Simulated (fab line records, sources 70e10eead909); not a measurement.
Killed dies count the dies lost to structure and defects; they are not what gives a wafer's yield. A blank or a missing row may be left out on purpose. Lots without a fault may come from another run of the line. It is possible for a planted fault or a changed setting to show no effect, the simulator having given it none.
Struck lot and sound lot, side by side	flow nand-harc	16 out of 1302 route steps
Sound: these wafers, L147.2, L147.3, L147.6. Struck: wafers L158.1, L158.2, L158.5. The cause is given at the end.
At each step with rows: each side's tool, then ch and its chambers, then its first start. Under that, the readings that differ: sound wafers	struck wafers	difference of the means	sigmas: that difference in standard deviations of wafers without a fault.
alike: readings with means less than 2 such deviations apart, plus words and numbers identical on both sides. not compared: withheld readings, readings lacking a value on some wafer, bounds such as >300 that could conceal the same value, and numbers that have no deviation in the record and whose values overlap.
The two part at a step that has a row with sigmas, a row that says differs or no value, or rows on one side only. Non-overlapping numbers with no deviation appear without sigmas and do not part them. A reading missing from all wafers of one side parts the sides only when that side holds two or more wafers.

NHARC_A_DECK1_JOINT_INSPECT_05:
  struck on defect-inspect-02, day 18 10:44; sound on defect-inspect-02, day 13 00:30
  alike: raw-defect-count
then, no rows for these wafers at 1 step: NHARC_A_ONON_D2_DEP_00 (target thk 1000 nm).
NHARC_A_ONON_D2_THK_MEAS_02: measures by ellipsometry.
  struck on film-metro-02, day 18 11:19; sound on film-metro-01, day 13 01:04
  alike: thk-nm
then, no rows for these wafers at 1 step: NHARC_A_ONON_D2_DEP_03 (target thk 1000 nm).
NHARC_A_ONON_D2_THK_MEAS_05: measures by ellipsometry.
  struck on film-metro-01, day 18 11:53; sound on film-metro-02, day 13 01:38
  alike: thk-nm
then, no rows for these wafers at 1 step: NHARC_A_ONON_D2_DEP_06 (target thk 1000 nm).
NHARC_A_ONON_D2_THK_MEAS_08: measures by ellipsometry.
  struck on film-metro-02, day 18 12:27; sound on film-metro-02, day 13 02:13
  alike: thk-nm
then, no rows for these wafers at 1 step: NHARC_A_ONON_D2_DEP_09 (target thk 1000 nm).
NHARC_A_ONON_D2_THK_MEAS_11: measures by ellipsometry.
  struck on film-metro-02, day 18 13:01; sound on film-metro-02, day 13 02:46
  alike: thk-nm
then, no rows for these wafers at 1 step: NHARC_A_ONON_D2_DEP_12 (target thk 1000 nm).
NHARC_A_ONON_D2_THK_MEAS_14: measures by ellipsometry.
  struck on film-metro-02, day 18 13:35; sound on film-metro-01, day 13 03:20
  alike: thk-nm
then, 1 step without rows for these wafers: NHARC_A_ONON_D2_ANNEAL_15 (time 3600 s).
NHARC_A_ONON_D2_DEP_16: target thk 1000 nm.
  sound on pecvd-onon-04 ch 0, day 13 10:15; struck on pecvd-onon-04 ch 0, day 18 21:23
  alike: susceptor-temp-C
NHARC_A_ONON_D2_THK_MEAS_18: measures by ellipsometry.
  struck on film-metro-02, day 18 21:53; sound on film-metro-02, day 13 10:42
reading	sound	struck	difference	sigmas
thk-nm (nm)	1013 1013 1014	634 634 633	-380	-38
then, no rows for these wafers at 1 step: NHARC_A_ONON_D2_DEP_19 (target thk 1000 nm).
-- jump in the record: it breaks off in module A_ONON_D2 and resumes in module END (first step shown: number 1302 of the route), and 12 days separate the struck wafers' starts before and after --
NHARC_END_SORT_01:
  at this point the record logs the struck wafers (prober-01 ch 0, day 30 14:54) and has no rows for the sound ones

== WHERE THEY PART ==
First at NHARC_A_ONON_D2_THK_MEAS_18; last, within this record, at NHARC_END_SORT_01.

WHY: what had been put in by the simulator
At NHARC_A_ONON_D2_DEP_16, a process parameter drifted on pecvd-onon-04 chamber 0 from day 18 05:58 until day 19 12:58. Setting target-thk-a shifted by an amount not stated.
